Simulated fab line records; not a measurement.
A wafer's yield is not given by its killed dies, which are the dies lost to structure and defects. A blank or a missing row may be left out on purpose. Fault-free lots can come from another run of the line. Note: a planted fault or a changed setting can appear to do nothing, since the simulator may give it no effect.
Chamber matching    flow n5_finfet    N5_BEOL_M3_CO_CAP_55 on cvd_co-02: 3 sister chambers
The step material Co, precursor CCTBA/H2, target thk 2 nm, time 102.1 s. 6 wafers are shown with their chamber, then 7 later ones without.

## WAFERS, EACH WITH ITS CHAMBER
wafer   chamber  heater_power_w (W)  chamber_pressure_Torr (Torr)
L345.5  2        242                 29.95
L348.3  1        225                 30.01
L348.5  1        228                 29.92
L348.6  0        238                 30.10
L357.1  0        239                 29.97
L357.3  2        245                 30.02

## WAFERS WITHOUT THEIR CHAMBER
wafer   heater_power_w (W)  chamber_pressure_Torr (Torr)
L357.4  225                 29.98
L360.2  221                 30.06
L360.5  242                 29.94
L360.6  222                 29.99
L364.1  223                 29.96
L364.2  223                 29.95
L364.5  241                 30.11

## CHAMBER TAKEN BY EACH
wafer    from the rows above       in truth
L357.4   1                         1
L360.2   1                         1
L360.5   can't be placed: 2 or 0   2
L360.6   1                         1
L364.1   1                         1
L364.2   1                         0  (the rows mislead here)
L364.5   can't be placed: 0 or 2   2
Correctly placed: 4 of 7. Not placeable from these rows: 2 (in 2, the candidates include the true chamber). Placed wrongly: 1.
How it was worked out, from the rows above alone: a wafer's distance from a chamber is the root of the sum, over the readings, of the square of ((its reading less the chamber's mean) divided by the reading's scatter). If the next closest chamber is less than 2 further off than the closest, the wafer can't be placed; otherwise it belongs to the closest. A chamber's mean is the mean of its shown wafers. The scatter: the root of (the sum of the squares of (reading less its chamber's mean) over the shown wafers, divided by (wafers less chambers)).
